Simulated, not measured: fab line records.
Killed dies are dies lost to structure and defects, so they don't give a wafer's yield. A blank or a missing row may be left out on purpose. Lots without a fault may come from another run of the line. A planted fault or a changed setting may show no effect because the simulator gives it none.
fab line records    flow nand_harc    part 2 of 2: steps 5 to 6 of 6
record: lots: 23  wafers: 69  last_day: 33
route steps=1302 shown A_STAIRCASE@679
lots that met no fault: from a run of the same line without faults
start_h: the number of hours between the record's first day and the start of the first shown wafer of the lot    wait_h: how many hours have passed since the lot's step before this one    " same as the row above    L1.1+2: several wafers, shown together as one row    - no value present, or no start provided    * or withheld: withheld    < > ~ a bound
route shown NAME@n: a module of which the file shows steps, and the number in the route of the first    usual: mean/standard deviation of fault-free wafers    same: alike in all rows    chamber/n: place in a boat    sites: each site's reading    _std_site: standard deviation of those values    _edge_site: outer sites' mean less inner sites'    radius_mm: for every site, how far away it sits from the centre of the wafer    mask NAME#n: copy n    behind: tool/chamber where the wafer was last shaped    hold: what put the lot on hold/how long, in hours/how the hold closed    device: the transistor (n, p or np) that didn't switch    end of line: tests of these same wafers at the route's end    a step given without rows: its recipe and nothing more    killed: not the wafer's yield, but the dies lost to structure and defects at the first sort    map: dies across one wafer; x = killed, . = not, _ = none there
set.NAME: the setting that was run; set.NAME@STEP: the one run at that earlier step    model.NAME: the simulator's own value behind a step, which no gauge read
steps of the route over a sample of lots; a table a step, a row a wafer
services: when a tool's chamber went out of use (start_h, in hours from the record's first day, below 0 if earlier), for how many hours, and the reason
== steps ==
step: NHARC_A_STAIRCASE_TRIM_200
recipe: time_s: 211.2  o2_flow_sccm: 500  ar_flow_sccm: 0  bias_w: 0  chemistry: O2
usual: drypump_motor_current_A: 5.8/0.43  oes_product_au: 1.001/0.012  rf_vpp_V: 57.9/0.88  showerhead_plenum_p_Torr: 3.59/0.16  throttle_valve_pct: 17.036/0.0098
lot.wafer  tool         chamber  start_h  wait_h  drypump_motor_current_A  oes_product_au  rf_hours_counter_h  rf_vpp_V  showerhead_plenum_p_Torr  throttle_valve_pct
L075.3     rie_diel-01  3        -        -       5.4                      1.006           55                  57.2      3.59                      17.030
L075.2     "            0        "        "       5.1                      1.004           48                  57.3      3.75                      17.046
L075.4     "            2        "        "       6.6                      1.014           53                  58.3      3.47                      17.030
L076.1     rie_diel-04  0        -        -       5.5                      0.989           3                   58.7      3.56                      17.039
L076.3     "            1        "        "       6.1                      1.023           3                   58.3      3.39                      17.040
L076.4     "            3        "        "       6.2                      1.005           5                   57.5      3.77                      17.039
L077.2     rie_diel-04  2        -        -       5.6                      1.009           8                   58.7      3.42                      17.044
L077.6     "            0        "        "       5.5                      0.994           -                   57.8      3.56                      17.037
L077.5     "            1        "        "       6.1                      1.010           -                   57.4      3.39                      17.032
L078.1     rie_diel-13  3        -        -       5.9                      0.986           20                  58.7      3.80                      17.038
L078.2     "            0        "        "       6.0                      1.000           15                  57.6      3.73                      17.045
L078.3     "            1        "        "       6.5                      0.998           16                  58.6      3.80                      17.034
L079.4     rie_diel-01  2        -        -       6.5                      0.989           8                   56.9      3.46                      17.046
L079.1     "            0        "        "       5.1                      1.017           9                   57.9      3.74                      17.050
L079.6     "            2        "        "       6.5                      0.992           -                   57.7      3.46                      17.051
L080.4     rie_diel-04  3        -        -       6.2                      1.002           17                  56.4      3.76                      17.024
L080.1     "            1        "        "       6.1                      1.020           16                  57.3      3.38                      17.035
L080.6     "            0        "        "       5.6                      0.984           -                   57.0      3.56                      17.027
L081.2     rie_diel-13  0        -        -       5.9                      1.006           26                  57.4      3.73                      17.027
L081.1     "            3        "        "       5.9                      1.001           32                  58.2      3.79                      17.031
L081.5     "            1        "        "       6.5                      1.006           -                   57.4      3.79                      17.034
L082.3     rie_diel-13  2        -        -       5.4                      0.979           32                  58.1      3.39                      17.034
L082.2     "            3        "        "       5.9                      1.004           33                  57.0      3.79                      17.033
L082.6     "            0        "        "       5.9                      1.010           -                   60.7      3.73                      17.031
L083.4     rie_diel-13  1        -        -       6.5                      1.003           32                  57.8      3.79                      17.026
L083.3     "            2        "        "       5.4                      0.996           37                  56.8      3.39                      17.038
L083.5     "            1        "        "       6.5                      0.997           -                   57.8      3.79                      17.049
L084.2     rie_diel-04  2        -        -       5.6                      1.007           30                  57.4      3.41                      17.036
L084.4     "            3        "        "       6.2                      0.996           30                  59.6      3.76                      17.044
L084.1     "            1        "        "       6.1                      1.021           30                  56.9      3.37                      17.056
L085.1     rie_diel-01  3        -        -       5.4                      1.010           26                  58.3      3.57                      17.030
L085.2     "            1        "        "       5.7                      0.999           23                  58.0      3.61                      17.033
L085.6     "            3        "        "       5.3                      1.013           -                   58.9      3.57                      17.038
L086.2     rie_diel-04  0        -        -       5.6                      0.974           34                  58.1      3.55                      17.024
L086.1     "            1        "        "       6.1                      1.015           34                  59.0      3.37                      17.050
L086.5     "            3        "        "       6.2                      1.005           -                   57.3      3.75                      17.037
L087.3     rie_diel-01  3        -        -       5.4                      1.021           36                  57.0      3.56                      17.022
L087.5     "            3        "        "       5.3                      1.022           -                   56.2      3.56                      17.039
L087.6     "            0        "        "       5.1                      1.024           -                   57.7      3.72                      17.041
L088.3     rie_diel-13  3        -        -       5.9                      0.999           55                  59.1      3.78                      17.036
L088.2     "            0        "        "       5.9                      1.007           49                  59.4      3.71                      17.036
L088.1     "            1        "        "       6.5                      1.010           47                  58.2      3.78                      17.039
L090.1     rie_diel-04  2        -        -       5.6                      0.987           47                  57.8      3.40                      17.040
L090.2     "            3        "        "       6.2                      1.002           43                  57.0      3.75                      17.048
L090.5     "            1        "        "       6.1                      1.006           -                   56.8      3.36                      17.041
L089.1     rie_diel-04  0        -        -       5.5                      0.972           50                  58.8      3.54                      17.028
L089.4     "            2        "        "       5.6                      0.997           47                  57.2      3.40                      17.029
L089.6     "            0        "        "       5.5                      0.965           -                   56.7      3.54                      17.049
L091.2     rie_diel-04  2        -        -       5.6                      1.011           0                   58.6      3.40                      17.035
L091.6     "            2        "        "       5.6                      1.012           -                   57.1      3.40                      17.027
L091.5     "            3        "        "       6.2                      1.006           -                   59.2      3.75                      17.044
L092.3     rie_diel-13  2        -        -       5.4                      0.983           10                  58.4      3.37                      17.047
L092.1     "            0        "        "       6.0                      1.010           7                   57.6      3.71                      17.057
L092.6     "            1        "        "       6.5                      0.988           -                   58.0      3.77                      17.042
L094.1     rie_diel-04  3        -        -       6.2                      1.016           4                   57.1      3.74                      17.019
L094.6     "            3        "        "       6.2                      1.019           -                   58.8      3.74                      17.036
L094.5     "            0        "        "       5.5                      0.999           -                   56.9      3.53                      17.038
L093.3     rie_diel-13  2        -        -       5.4                      0.980           15                  57.2      3.37                      17.029
L093.4     "            3        "        "       5.9                      0.995           13                  58.1      3.77                      17.019
L093.5     "            1        "        "       6.5                      0.995           -                   56.5      3.77                      17.030
L095.3     rie_diel-01  2        -        -       6.6                      0.997           2                   56.0      3.43                      17.030
L095.1     "            3        "        "       5.3                      1.006           2                   57.7      3.55                      17.034
L095.2     "            0        "        "       5.1                      0.991           1                   58.6      3.71                      17.060
L096.4     rie_diel-04  2        -        -       5.6                      1.015           12                  58.2      3.39                      17.010
L096.3     "            1        "        "       6.1                      0.999           11                  58.9      3.35                      17.038
L096.6     "            3        "        "       6.2                      1.003           -                   58.3      3.74                      17.047
L097.4     rie_diel-01  3        -        -       5.3                      0.992           5                   58.0      3.55                      17.041
L097.1     "            0        "        "       5.1                      0.990           5                   58.4      3.71                      17.029
L097.5     "            1        "        "       5.7                      0.992           -                   57.1      3.59                      17.047
step: NHARC_A_STAIRCASE_ETCH_201
recipe: target_depth_a: 1000  time_s: 40.5  ion_energy_ev: 400  c4f8_flow_sccm: 20  o2_flow_sccm: 10  ar_flow_sccm: withheld  rf_w: 600  bias_w: 1000  chemistry: C4F8/O2
usual: oes_product_au: 0.946/0.013  rf_vpp_V: 899/5.7
lot.wafer  tool         chamber  start_h  wait_h  oes_product_au  rf_hours_counter_h  rf_vpp_V
L075.4     rie_diel-01  0        -        -       0.946           48                  903
L075.2     "            1        "        "       0.942           55                  898
L075.3     "            3        "        "       0.946           55                  897
L076.4     rie_diel-04  0        -        -       0.931           3                   897
L076.1     "            1        "        "       0.950           3                   893
L076.3     "            2        "        "       0.935           5                   891
L077.2     rie_diel-04  0        -        -       0.934           6                   898
L077.6     "            1        "        "       0.946           -                   891
L077.5     "            2        "        "       0.952           -                   892
L078.2     rie_diel-13  3        -        -       0.935           20                  905
L078.3     "            0        "        "       0.959           15                  902
L078.1     "            1        "        "       0.953           16                  904
L079.1     rie_diel-01  0        -        -       0.983           9                   903
L079.4     "            1        "        "       0.967           7                   899
L079.6     "            0        "        "       0.982           -                   904
L080.4     rie_diel-04  2        -        -       0.927           17                  892
L080.1     "            1        "        "       0.930           16                  891
L080.6     "            2        "        "       0.934           -                   891
L081.1     rie_diel-13  0        -        -       0.951           27                  902
L081.2     "            3        "        "       0.937           32                  907
L081.5     "            1        "        "       0.922           -                   904
L082.2     rie_diel-13  3        -        -       0.939           33                  906
L082.3     "            2        "        "       0.943           32                  891
L082.6     "            3        "        "       0.953           -                   905
L083.4     rie_diel-13  0        -        -       0.940           34                  904
L083.3     "            1        "        "       0.950           32                  904
L083.5     "            0        "        "       0.964           -                   902
L084.1     rie_diel-04  3        -        -       0.936           30                  904
L084.4     "            0        "        "       0.937           29                  898
L084.2     "            1        "        "       0.969           30                  891
L085.2     rie_diel-01  2        -        -       0.938           24                  894
L085.1     "            3        "        "       0.940           26                  897
L085.6     "            0        "        "       0.939           -                   904
L086.2     rie_diel-04  0        -        -       0.932           34                  897
L086.1     "            1        "        "       0.964           34                  890
L086.5     "            0        "        "       0.939           -                   896
L087.3     rie_diel-01  2        -        -       0.947           34                  894
L087.5     "            3        "        "       0.948           -                   897
L087.6     "            0        "        "       0.956           -                   904
L088.1     rie_diel-13  1        -        -       0.948           47                  906
L088.3     "            2        "        "       0.923           53                  890
L088.2     "            0        "        "       0.932           49                  904
L090.1     rie_diel-04  3        -        -       0.969           43                  904
L090.2     "            0        "        "       0.928           50                  897
L090.5     "            2        "        "       0.951           -                   892
L089.4     rie_diel-04  3        -        -       0.969           43                  905
L089.1     "            1        "        "       0.970           53                  890
L089.6     "            0        "        "       0.933           -                   898
L091.2     rie_diel-04  3        -        -       0.958           0                   904
L091.5     "            0        "        "       0.961           -                   895
L091.6     "            1        "        "       0.969           -                   891
L092.1     rie_diel-13  1        -        -       0.932           7                   906
L092.3     "            2        "        "       0.933           10                  889
L092.6     "            1        "        "       0.925           -                   905
L094.1     rie_diel-04  1        -        -       0.955           4                   891
L094.6     "            2        "        "       0.968           -                   892
L094.5     "            3        "        "       0.954           -                   904
L093.4     rie_diel-13  0        -        -       0.943           11                  902
L093.3     "            2        "        "       0.938           15                  891
L093.5     "            0        "        "       0.949           -                   901
L095.1     rie_diel-01  3        -        -       0.931           2                   898
L095.2     "            1        "        "       0.937           2                   898
L095.3     "            2        "        "       0.945           2                   892
L096.4     rie_diel-04  1        -        -       0.964           11                  888
L096.3     "            2        "        "       0.956           12                  891
L096.6     "            0        "        "       0.970           -                   897
L097.1     rie_diel-01  3        -        -       0.956           5                   895
L097.4     "            0        "        "       0.942           5                   903
L097.5     "            2        "        "       0.962           -                   892
== services ==
tool         chamber  start_h  hours  kind
rie_diel-13  -        342.00   9.0    pm
rie_diel-01  0        343.32   14.5   repair
rie_diel-04  -        354.90   9.0    pm
rie_diel-04  0        354.90   9.0    vent_cycle
rie_diel-04  1        354.90   9.0    vent_cycle
rie_diel-04  2        354.90   9.0    vent_cycle
rie_diel-04  3        354.90   9.0    vent_cycle
rie_diel-04  0        363.90   -      clean
rie_diel-04  1        363.90   -      clean
rie_diel-04  2        363.90   -      clean
rie_diel-04  2        363.90   -      consumable_replace:focus_ring
rie_diel-04  3        363.90   -      clean
rie_diel-04  3        363.90   -      consumable_replace:focus_ring
rie_diel-01  -        382.24   9.0    pm
rie_diel-04  0        388.40   -      clean
rie_diel-04  1        388.40   -      clean
rie_diel-04  2        388.40   -      clean
rie_diel-04  -        448.83   3.5    repair
rie_diel-04  3        482.35   7.4    repair
rie_diel-04  3        500.76   14.2   repair
rie_diel-04  2        501.11   10.8   repair
rie_diel-04  -        533.65   9.0    pm
rie_diel-13  3        543.83   9.8    repair
rie_diel-01  -        559.24   9.0    pm
